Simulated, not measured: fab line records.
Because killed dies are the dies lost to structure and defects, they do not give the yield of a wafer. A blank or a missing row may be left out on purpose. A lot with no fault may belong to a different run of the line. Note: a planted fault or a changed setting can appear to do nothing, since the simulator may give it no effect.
Chamber matching | flow nand-harc | NHARC_P_CONTACT_ALD_22 on ald-metal-01 has 4 sister chambers
The step deposits TiN, target thk 3 nm, pulse time 1 s, ald cycles 150. 8 wafers are shown with their chamber, then 7 later ones without.

WAFERS PAIRED WITH THEIR CHAMBERS
wafer  | chamber | heater-power-w (W) | precursor-pulse-height-rel
L085.5 | 2       | 1094               | 1.006
L085.4 | 1       | 1086               | 0.973
L085.6 | 3       | 1198               | 0.986
L086.1 | 0       | 1067               | 0.971
L086.2 | 3       | 1181               | 0.992
L086.4 | 1       | 1072               | 1.009
L090.2 | 0       | 1081               | 1.017
L090.4 | 2       | 1084               | 1.026

WAFERS WITH NO CHAMBER GIVEN
wafer  | heater-power-w (W) | precursor-pulse-height-rel
L090.6 | 1159               | 1.001
L090.1 | 1098               | 1.001
L090.3 | 1196               | 0.991
L090.5 | 1153               | 1.016
L096.2 | 1081               | 1.011
L096.5 | 1117               | 0.983
L096.6 | 1068               | 0.982

CHAMBER TAKEN BY EACH
wafer  | from the rows above          | in truth
L090.6 | 3                            | 3
L090.1 | can't be placed: 2 or 1 or 0 | 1
L090.3 | 3                            | 3
L090.5 | 3                            | 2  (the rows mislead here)
L096.2 | can't be placed: 2 or 1 or 0 | 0
L096.5 | can't be placed: 2 or 1 or 0 | 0
L096.6 | can't be placed: 0 or 1 or 2 | 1
Correctly placed: 2 of 7. From these rows, 4 cannot be placed; in 4 the true chamber is one of the candidates. Number placed wrongly: 1.
How it was worked out, from the rows above alone: a wafer's distance from a chamber is the root of the sum, over the readings, of the square of ((its reading less the chamber's mean) divided by the reading's scatter). The wafer belongs to the nearest chamber; if the next one is less than 2 further off, it can't be placed. The mean given for a chamber averages the wafers shown for that chamber. The scatter: take each reading less its chamber's mean, square it, sum over the shown wafers, divide by the number of wafers less the number of chambers, and take the root.
